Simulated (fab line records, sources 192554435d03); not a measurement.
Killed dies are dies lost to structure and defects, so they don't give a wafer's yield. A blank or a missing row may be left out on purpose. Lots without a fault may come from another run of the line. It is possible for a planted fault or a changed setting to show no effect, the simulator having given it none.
Split-lot trial ; flow n5_finfet ; 7 lots, 21 wafers read, on a route of 1938 steps

## THE SPLIT
At N5_BEOL_M0_SAQP_HM_DEP_02 (deposits TiN, target thk 12 nm), the setting target_thk_a was moved away from the recipe's 120 angstrom on 5 of the 21 wafers read, by -8.0% to +9.9%. All remaining wafers had this setting at the recipe value.

The split's own step is where the reading is taken.

## THE READING
TiN_of_BEOL_M0_SAQP_HM_DEP_02.thk_nm (the simulator's own value, which no gauge read), in nm, at N5_BEOL_M0_SAQP_HM_DEP_02 (deposits TiN, target thk 12 nm). No usual value for it is given in the file. Across the 16 wafers here that went through the recipe, the average is 11.8 nm and the standard deviation 0.18 nm.

wafer;tool, chamber at the split;target_thk_a as run, angstrom;against the recipe;TiN_of_BEOL_M0_SAQP_HM_DEP_02.thk_nm, nm;against lot-mates on the recipe
L081.1;pvd_sputter-02, -;120;recipe;12;-
L081.3;pvd_sputter-02, -;120;recipe;11.8;-
L081.6;pvd_sputter-02, -;120;recipe;11.8;-
L086.2;pvd_sputter-02, -;120;recipe;11.6;-
L086.5;pvd_sputter-02, -;120;recipe;11.6;-
L086.6;pvd_sputter-02, -;120;recipe;11.6;-
L087.3;pvd_sputter-02, -;131.9;+9.9%;13.2;+1.4
L087.4;pvd_sputter-02, -;131.9;+9.9%;13.4;+1.6
L087.5;pvd_sputter-02, -;120;recipe;11.8;-
L093.1;pvd_sputter-01, -;120;recipe;12.2;-
L093.3;pvd_sputter-01, -;120;recipe;12;-
L093.4;pvd_sputter-01, -;120;recipe;12;-
L094.2;pvd_sputter-02, -;120;recipe;11.6;-
L094.3;pvd_sputter-02, -;113.1;-5.8%;11.6;-0.1
L094.4;pvd_sputter-02, -;120;recipe;11.8;-
L095.1;pvd_sputter-03, -;120;recipe;12;-
L095.3;pvd_sputter-03, -;120;recipe;12;-
L095.4;pvd_sputter-03, -;110.4;-8.0%;11;-1.0
L097.1;pvd_sputter-01, -;113.7;-5.2%;11.6;-0.3
L097.2;pvd_sputter-01, -;120;recipe;12;-
L097.4;pvd_sputter-01, -;120;recipe;11.8;-

FIT RESULTS
A straight line over all 21 wafers: TiN_of_BEOL_M0_SAQP_HM_DEP_02.thk_nm changes by +0.119 nm for each +1% of target_thk_a; r = +0.91; the points scatter about the line by 0.22 nm.
The same after taking each lot's own level away (the mean of its wafers on the recipe; 21 wafers): +0.124 nm for each +1%; r = +0.94; scatter 0.19 nm.
That fit puts the effect of the largest move of target_thk_a on the reading at 1.2 nm.
Measured against the standard deviation above, the lots' own levels, which go from 11.60 to 12.07 nm, span 2.6 times it.
The two slopes are in agreement: the lot-to-lot level therefore moves the slope only a little.
Check: with one of the wafers moved furthest among these (+9.9%) left out of the fit, the line predicts +1.25 nm for it against its lot-mates. It came out at +1.4 nm against them.

## ADDITIONAL SPLITS CARRIED BY THESE WAFERS
Before the reading, these wafers also passed through other splits. Each is held against what the fit with the lots' levels taken away leaves over:
other split on the same wafers;wafers away from the commonest value;r with TiN_of_BEOL_M0_SAQP_HM_DEP_02.thk_nm (lot level and that fit taken away)
N5_MOL_CONTACT_COAG_EXPOSE_05 dose_mj;8;+0.27

## THE FILE'S OWN FIT
TiN_of_BEOL_M0_SAQP_HM_DEP_02.thk_nm changes by +0.112 nm for each +1% of target_thk_a, r = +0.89.
